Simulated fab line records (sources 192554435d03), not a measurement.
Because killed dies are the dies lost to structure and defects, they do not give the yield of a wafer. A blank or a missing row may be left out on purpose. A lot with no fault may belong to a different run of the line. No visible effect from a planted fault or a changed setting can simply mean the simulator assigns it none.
fab line records    flow n5Finfet
record: lots: 6  wafers: 18  lastDay: 18
route steps=1938 shown START@1 ZERO_LAYER@2 BEOL_M4@1111 PASSIVATION@1936
lots with no fault: from the same line, run without faults
startH: the number of hours between the record's first day and the start of the first shown wafer of the lot    waitH: how many hours have passed since the lot's step before this one    " repeats the value in the row above    L1.1+2: one row covering several wafers at once    - no value, or no start given    * or withheld: withheld    < > ~ a bound
route shown NAME@n: names a module that has steps shown in the file, with the first one's number in the route    usual: mean/standard deviation taken from wafers without a fault    same: alike in all rows    chamber/n: place in a boat    sites: the reading at each site    _std_site: the standard deviation of these    _edge_site: inner sites' mean taken away from outer sites' mean    radiusMm: how far each site lies from the wafer's centre    mask NAME#n: copy n    behind: the most recent tool/chamber to have shaped the wafer    hold: why the lot was held/for how many hours/how that ended    device: the n, p or np transistor that did not switch    end of line: the tests these same wafers got at the end of their route    step lacking rows: just its recipe    killed: count of dies lost to structure and defects at first sort (not the wafer's yield)    map: dies across one wafer; x = killed, . = not, _ = none there
set.NAME: the setting that was run; set.NAME@STEP: the one run at that earlier step    model.NAME: the simulator's own value behind a step, which no gauge read
a table for each step, a row for each wafer; lots at some steps of the route
services: a tool's chamber out of use, with start hour (startH, from the record's first day; less than 0 if before it), hours out, and reason
== steps ==
step: N5_START_INSPECT_01
recipe: inspectInstrument: unpatternedScan  mode: incoming
usual: rawDefectCount: 5.0/2.3
lot.wafer  tool              chamber  startH  waitH  rawDefectCount
L905.1     defectInspect-02  -        12.03   -      1
L905.3     "                 -        "       "      3
L905.4     "                 -        "       "      2
L906.1     defectInspect-02  -        18.03   -      5
L906.4     "                 -        "       "      7
L906.6     "                 -        "       "      3
L907.3     defectInspect-01  -        24.03   -      4
L907.4     "                 -        "       "      3
L907.6     "                 -        "       "      3
L913.2     defectInspect-02  -        60.03   -      2
L913.3     "                 -        "       "      5
L913.4     "                 -        "       "      4
L925.1     defectInspect-02  -        132.03  -      5
L925.3     "                 -        "       "      8
L925.5     "                 -        "       "      6
L926.2     defectInspect-02  -        138.03  -      8
L926.3     "                 -        "       "      8
L926.6     "                 -        "       "      7
step: N5_ZERO_LAYER_PRECLEAN_00
recipe: chemistry: SPM  timeS: 600  tempC: 120  mix: 4:1
step: N5_ZERO_LAYER_SRD_01
recipe: timeS: 30  tempC: 23  rinseLiquid: diw  dry: n2Spin  spinRpm: 1500  dryTimeS: 30
step: N5_ZERO_LAYER_PECVD_02
recipe: material: SiO2  targetThkA: 100  tempC: 400  precursor: SiH4/N2O  pressureTorr: 0.75  rfW: 275  timeS: 6
usual: heaterPowerW: 782/94  showerheadPlenumPTorr: 8.25/0.17
lot.wafer  tool      chamber  startH  waitH  heaterPowerW  showerheadPlenumPTorr
L905.1     pecvd-02  0        12.29   0.0    879           8.08
L905.3     "         2        "       "      817           8.24
L905.4     "         0        "       "      891           8.09
L906.1     pecvd-03  1        18.28   0.0    842           8.53
L906.4     "         2        "       "      682           8.09
L906.6     "         0        "       "      843           8.11
L907.3     pecvd-03  0        24.29   0.0    880           8.11
L907.4     "         2        "       "      612           8.08
L907.6     "         1        "       "      811           8.54
L913.2     pecvd-03  0        60.28   0.0    830           8.11
L913.3     "         1        "       "      765           8.51
L913.4     "         0        "       "      846           8.09
L925.1     pecvd-03  0        132.29  0.0    752           8.12
L925.3     "         2        "       "      701           8.10
L925.5     "         0        "       "      745           8.12
L926.2     pecvd-03  0        138.28  0.0    896           8.12
L926.3     "         1        "       "      872           8.53
L926.6     "         2        "       "      687           8.11
step: N5_ZERO_LAYER_HMDS_04
recipe: timeS: 60  tempC: 120
step: N5_ZERO_LAYER_COAT_05
recipe: spinRpm: 1500  resistThkNm: 1000
step: N5_ZERO_LAYER_EBR_07
recipe: solvent: PGMEA  ebrWidthMm: 1.5
step: N5_ZERO_LAYER_SOFTBAKE_06
recipe: tempC: 100  timeS: 90
step: N5_ZERO_LAYER_EXPOSE_08
recipe: maskId: ZERO  na: 0.55  sourceShape: conventional  sigmaOuter: 0.8  polarization: unpolarized  defocusNm: 0  targetCdNm: 2000  doseMj: 16.2
lot.wafer   tool           chamber  startH  waitH  mask    model.ZERO_LAYER.overlayXNm
L905.1+3+4  krfScanner-01  0        12.59   -      ZERO#0  -2.375
L906.1+4+6  krfScanner-02  0        18.59   -      ZERO#0  -3.256
L907.3+4+6  krfScanner-01  0        24.61   -      ZERO#0  -4.077
L913.2+3+4  krfScanner-02  0        60.60   -      ZERO#0  1.995
L925.1+3+5  krfScanner-01  0        132.48  -      ZERO#0  154.3
L926.2+3+6  krfScanner-01  0        138.47  -      ZERO#0  147.3
step: N5_ZERO_LAYER_PEB_09
recipe: pebTempC: withheld  pebTimeS: *
step: N5_BEOL_M4_RC_MEAS_101
usual: DIBL_N: 36.3/1.8  DIBL_P: 36.5/2.1  IOFF_N: 0.16/0.031  IOFF_P: 0.22/0.038  ION_N: 677/12  ION_P: 466/7.8  SS_N: 71.5/0.61  SS_P: 73.2/0.7  VT_N: 249/3  VT_P: -248.9/3
lot.wafer  tool       chamber  startH  waitH  DIBL_N[mV/V]  DIBL_P[mV/V]  IOFF_N[nA/um]  IOFF_P[nA/um]  ION_N[uA/um]  ION_P[uA/um]  SS_N[mV/dec]  SS_P[mV/dec]  VT_N[mV]  VT_P[mV]
L906.1     prober-02  0        185.65  0.0    40.0          42.0          0.23           0.29           682           465           73.2          75.0          244       -245.8
L906.4     "          0        "       "      36.2          36.1          0.14           0.18           665           455           71.3          73.4          251       -252.4
L906.6     "          0        "       "      36.7          37.3          0.15           0.19           653           449           72.1          73.7          250       -250.8
L905.1     prober-02  0        186.88  0.9    35.9          36.5          0.16           0.23           672           460           70.9          74.1          249       -249.1
L905.3     "          0        "       "      38.9          40.9          0.23           0.33           696           483           72.4          74.7          244       -244.1
L905.4     "          0        "       "      36.7          37.5          0.17           0.26           692           476           71.4          72.5          248       -247.7
L907.3     prober-02  0        200.55  0.3    36.8          36.6          0.17           0.21           687           467           72.1          72.2          249       -249.6
L907.4     "          0        "       "      37.7          38.0          0.19           0.23           686           461           72.6          72.2          247       -247.9
L907.6     "          0        "       "      35.1          34.8          0.15           0.18           679           466           71.0          72.4          248       -252.8
L913.2     prober-02  0        226.26  0.2    36.9          37.8          0.15           0.19           671           463           71.3          73.4          252       -254.9
L913.3     "          0        "       "      36.9          37.2          0.15           0.20           669           459           71.2          73.2          252       -253.2
L913.4     "          0        "       "      36.4          36.7          0.15           0.18           677           463           70.9          73.2          249       -254.6
L925.1     prober-02  0        300.42  0.0    35.6          35.4          0.16           0.23           679           464           71.0          73.6          249       -247.2
L925.3     "          0        "       "      33.9          34.9          0.15           0.21           683           468           70.3          72.7          249       -247.9
L925.5     "          0        "       "      32.0          31.9          0.11           0.18           666           468           70.4          72.0          249       -250.1
L926.2     prober-02  0        307.84  0.2    33.4          33.2          0.12           0.16           657           459           70.7          71.8          253       -252.4
L926.3     "          0        "       "      34.7          35.0          0.13           0.19           671           462           71.4          72.5          254       -249.9
L926.6     "          0        "       "      34.0          34.9          0.13           0.19           680           471           70.4          73.4          251       -250.9
step: N5_PASSIVATION_PROBE_49
usual: defectLimitedYield: 91.2/1.5  killed_at_M0_to_M3: 33/9.6  killed_at_M4_up: 14/5.6  killedAtContacts: 14/5.5  killedAtFrontEnd: 40/13  killedAtOther: 4/3  killedDies: 104/17  killedOpen: 68/13  killedShort: 33/7.2  sort_bin_5_function: 5.2/0.95  sort_bin_6_memory: 3.3/0.62  sort_bin_8_speed: 0.00/0.012  sortNPass: 1076/17  sortYieldPct: 91.2/1.5
same: grossDies: 1180  killedAtBackSide: 0  sort_bin_4_leakage[%]: 0
lot.wafer  tool       chamber  startH  waitH  defectLimitedYield[%]  killed_at_M0_to_M3  killed_at_M4_up  killedAtContacts  killedAtFrontEnd  killedAtOther  killedDies  killedOpen  killedShort  sort_bin_5_function[%]  sort_bin_6_memory[%]  sort_bin_8_speed[%]  sortNPass  sortYieldPct[%]
L905.1     prober-02  -        293.66  0.0    93.0                   41                  16               8                 15                3              83          59          21           4.5                     2.4                   0                    1097       93.0
L905.3     prober-02  -        293.76  0.1    89.6                   48                  19               12                42                2              123         84          34           7.0                     3.1                   0.08                 1057       89.6
L905.4     prober-02  -        293.81  0.2    89.7                   54                  17               20                28                2              121         92          29           5.6                     4.3                   0                    1059       89.7
L906.1     prober-02  -        299.14  0.0    93.6                   25                  12               10                26                2              75          46          27           4.0                     2.3                   0                    1105       93.6
L906.4     prober-02  -        299.29  0.2    93.6                   31                  11               8                 21                5              76          46          28           3.6                     2.6                   0                    1104       93.6
L906.6     prober-02  -        299.39  0.3    92.4                   26                  11               17                34                2              90          63          21           3.3                     4.1                   0.08                 1089       92.3
L907.3     prober-02  -        312.54  0.1    91.9                   19                  28               22                25                1              95          62          30           4.5                     3.3                   0                    1085       91.9
L907.4     prober-02  -        312.59  0.2    91.9                   37                  8                15                34                2              96          57          37           4.7                     3.0                   0                    1084       91.9
L907.6     prober-02  -        312.69  0.3    91.2                   36                  24               12                31                1              104         71          31           5.1                     3.6                   0                    1076       91.2
L913.2     prober-02  -        331.95  0.1    90.8                   25                  20               12                51                1              109         69          38           5.4                     3.4                   0                    1071       90.8
L913.3     prober-02  -        332.00  0.1    91.4                   34                  26               12                29                1              102         69          31           5.6                     3.0                   0                    1078       91.4
L913.4     prober-02  -        332.05  0.2    91.4                   43                  8                14                37                0              102         64          36           5.0                     3.2                   0                    1078       91.4
L925.1     prober-02  -        409.49  0.0    87.6                   39                  20               27                57                3              146         97          46           7.3                     4.6                   0                    1034       87.6
L925.3     prober-02  -        409.59  0.1    91.5                   36                  14               24                24                2              100         72          27           4.8                     3.6                   0                    1080       91.5
L925.5     prober-02  -        409.69  0.2    89.8                   32                  9                22                57                0              120         79          40           5.8                     4.1                   0                    1060       89.8
L926.2     prober-02  -        426.38  0.1    91.4                   31                  7                11                52                0              101         63          33           5.1                     3.4                   0                    1079       91.4
L926.3     prober-02  -        426.43  0.1    91.1                   40                  10               15                40                0              105         68          34           5.2                     3.6                   0                    1075       91.1
L926.6     prober-02  -        426.58  0.3    91.9                   33                  4                9                 50                0              96          67          26           4.8                     3.1                   0                    1084       91.9
killed by level:class
L905.1 BEOL_M2:geometricParticle:open=14 BEOL_M0_SAQP:geometricParticle:open=10 MOL_CONTACT_COAG:geometricParticle:open=8 BEOL_M3:geometricParticle:open=6 BEOL_M5:geometricParticle:open=6 BEOL_M0_SAQP:geometricParticle:short=5 STARTING-WAFER:geometricParticle:short=4 FIN_SAQP:geometricParticle:short=2
L905.3 BEOL_M2:geometricParticle:open=11 FIN_SAQP:geometricParticle:open=10 BEOL_M1:geometricParticle:open=10 BEOL_M5:geometricParticle:open=9 BEOL_M3:geometricParticle:open=9 BEOL_M0_SAQP:geometricParticle:open=8 MOL_CONTACT_COAG:geometricParticle:open=7 GATE_CUT:geometricParticle:short=5
L905.4 MOL_CONTACT_COAG:geometricParticle:open=17 BEOL_M2:geometricParticle:open=15 FIN_SAQP:geometricParticle:open=13 BEOL_M0_SAQP:geometricParticle:short=9 BEOL_M0_SAQP:geometricParticle:open=9 BEOL_M3:geometricParticle:open=8 STI_FIN_REVEAL:geometricParticle:open=6 BEOL_M1:geometricParticle:open=6
L906.1 FIN_SAQP:geometricParticle:open=5 BEOL_M3:geometricParticle:open=5 STI_FIN_REVEAL:geometricParticle:open=5 MOL_CONTACT_COAG:geometricParticle:short=5 BEOL_M0_SAQP:geometricParticle:short=5 BEOL_M1:geometricParticle:open=5 BEOL_M2:geometricParticle:open=5 MOL_CONTACT_COAG:geometricParticle:open=4
L906.4 BEOL_M0_SAQP:geometricParticle:open=9 MOL_CONTACT_COAG:geometricParticle:open=7 BEOL_M2:geometricParticle:open=7 BEOL_M0_SAQP:geometricParticle:short=6 DUMMY_GATE:geometricParticle:open=5 BEOL_M2:geometricParticle:short=4 GATE_CUT:geometricParticle:short=3 BEOL_M8:geometricParticle:open=3
L906.6 FIN_SAQP:geometricParticle:open=13 MOL_CONTACT_COAG:geometricParticle:open=13 BEOL_M2:geometricParticle:open=7 DUMMY_GATE:geometricParticle:open=5 BEOL_M1:geometricParticle:open=4 BEOL_M2:geometricParticle:short=4 STARTING-WAFER:geometricParticle:short=4 BEOL_M0_SAQP:geometricParticle:short=3
L907.3 MOL_CONTACT_COAG:geometricParticle:open=18 BEOL_M4:geometricParticle:open=14 FIN_SAQP:geometricParticle:open=5 FIN_SAQP:geometricParticle:short=5 STI_FIN_REVEAL:geometricParticle:open=4 MOL_CONTACT_COAG:geometricParticle:short=4 BEOL_M4:geometricParticle:short=4 BEOL_M2:geometricParticle:open=4
L907.4 FIN_SAQP:geometricParticle:open=10 MOL_CONTACT_COAG:geometricParticle:open=8 STI_FIN_REVEAL:geometricParticle:open=7 BEOL_M3:geometricParticle:open=7 MOL_CONTACT_COAG:geometricParticle:short=6 BEOL_M0_SAQP:geometricParticle:short=5 BEOL_M1:geometricParticle:open=5 BEOL_M1:geometricParticle:short=4
L907.6 BEOL_M4:geometricParticle:open=15 MOL_CONTACT_COAG:geometricParticle:open=9 GATE_CUT:geometricParticle:short=7 BEOL_M0:geometricParticle:open=7 BEOL_M2:geometricParticle:open=7 FIN_SAQP:geometricParticle:open=5 FIN_SAQP:geometricParticle:short=5 DUMMY_GATE:geometricParticle:open=5
L913.2 FIN_SAQP:geometricParticle:short=15 MOL_CONTACT_COAG:geometricParticle:open=11 STI_FIN_REVEAL:geometricParticle:open=8 BEOL_M1:geometricParticle:open=7 GATE_CUT:geometricParticle:short=5 BEOL_M2:geometricParticle:open=5 BEOL_M5:geometricParticle:open=5 GATE_CUT:geometricParticle:open=4
L913.3 BEOL_M2:geometricParticle:open=16 MOL_CONTACT_COAG:geometricParticle:open=10 FIN_SAQP:geometricParticle:short=7 BEOL_M4:geometricParticle:open=7 BEOL_M4:geometricParticle:short=5 BEOL_M5:geometricParticle:open=5 ILD0:geometricParticle:open=4 BEOL_M1:geometricParticle:open=4
L913.4 BEOL_M0_SAQP:geometricParticle:open=10 MOL_CONTACT_COAG:geometricParticle:open=9 BEOL_M0_SAQP:geometricParticle:short=9 FIN_SAQP:geometricParticle:open=7 STI_FIN_REVEAL:geometricParticle:open=7 BEOL_M2:geometricParticle:open=6 BEOL_M3:geometricParticle:open=6 ILD0:geometricParticle:short=5
L925.1 STI_FIN_REVEAL:geometricParticle:open=22 MOL_CONTACT_COAG:geometricParticle:open=20 FIN_SAQP:geometricParticle:open=11 BEOL_M2:geometricParticle:open=10 BEOL_M3:geometricParticle:open=9 MOL_CONTACT_COAG:geometricParticle:short=7 BEOL_M4:geometricParticle:short=6 BEOL_M4:geometricParticle:open=6
L925.3 MOL_CONTACT_COAG:geometricParticle:open=20 BEOL_M2:geometricParticle:open=11 BEOL_M3:geometricParticle:open=10 STI_FIN_REVEAL:geometricParticle:open=6 BEOL_M4:geometricParticle:open=6 FIN_SAQP:geometricParticle:short=5 DUMMY_GATE:geometricParticle:open=5 BEOL_M0_SAQP:geometricParticle:short=5
L925.5 STI_FIN_REVEAL:geometricParticle:open=28 MOL_CONTACT_COAG:geometricParticle:open=18 BEOL_M0_SAQP:geometricParticle:short=8 BEOL_M3:geometricParticle:open=7 BEOL_M0_SAQP:geometricParticle:open=6 FIN_SAQP:geometricParticle:open=5 FIN_SAQP:geometricParticle:short=5 BEOL_M1:geometricParticle:short=5
L926.2 STI_FIN_REVEAL:geometricParticle:open=12 FIN_SAQP:geometricParticle:open=10 BEOL_M2:geometricParticle:open=9 BEOL_M0_SAQP:geometricParticle:short=7 MOL_CONTACT_COAG:geometricParticle:open=5 MOL_CONTACT_COAG:geometricParticle:short=5 BEOL_M0_SAQP:geometricParticle:open=5 FIN_SAQP:geometricParticle:short=4
L926.3 BEOL_M0_SAQP:geometricParticle:open=13 STI_FIN_REVEAL:geometricParticle:open=12 MOL_CONTACT_COAG:geometricParticle:open=11 BEOL_M0_SAQP:geometricParticle:short=9 FIN_SAQP:geometricParticle:open=7 FIN_SAQP:geometricParticle:short=6 BEOL_M2:geometricParticle:open=6 BEOL_M5:geometricParticle:open=5
L926.6 FIN_SAQP:geometricParticle:open=17 FIN_SAQP:geometricParticle:short=9 BEOL_M2:geometricParticle:open=9 MOL_CONTACT_COAG:geometricParticle:open=8 BEOL_M3:geometricParticle:open=8 BEOL_M0_SAQP:geometricParticle:open=6 STI_FIN_REVEAL:geometricParticle:open=5 GATE_CUT:geometricParticle:open=4
== services ==
tool           chamber  startH  hours  kind
krfScanner-02  -        -10.12  0.8    pm
krfScanner-02  -        -5.85   0.2    repair
pecvd-03       1        -1.20   2.1    scheduledDown
pecvd-02       -        2.02    6.0    pm
krfScanner-01  -        5.25    1.0    pm
pecvd-02       -        14.05   1.0    repair
krfScanner-02  -        24.81   5.5    repair
pecvd-02       1        30.25   5.5    scheduledDown
krfScanner-01  -        36.33   1.3    pm
krfScanner-02  0        40.18   -      calibration
pecvd-03       -        41.00   0.3    repair
krfScanner-01  0        43.38   -      calibration
krfScanner-01  -        52.43   0.8    pm
krfScanner-01  -        56.33   1.9    repair
pecvd-02       2        60.07   19.6   repair
krfScanner-02  -        63.46   1.0    pm
krfScanner-02  -        64.82   2.0    repair
pecvd-03       -        77.16   0.7    repair
krfScanner-02  -        77.68   1.2    repair
krfScanner-02  -        86.26   2.6    repair
krfScanner-01  -        90.16   3.6    pm
pecvd-02       0        105.46  -      calibration
== key ==
firstSign none at tools or gauges
modelEffect: step: N5_ZERO_LAYER_EXPOSE_08  value: ZERO_LAYER.overlayXNm  without: 0.2409  struck: 150.8
metAt N5_ZERO_LAYER_EXPOSE_08
struckWafers L925.1,L925.3,L925.5,L926.2,L926.3,L926.6
onsetBetween 24.61 132.48
alsoFits time
fault: kind: scannerMatchingOverlay  tool: krfScanner-01  chamber: -  onsetH: 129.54  steps: N5_ZERO_LAYER_EXPOSE_08  offset: 150.59
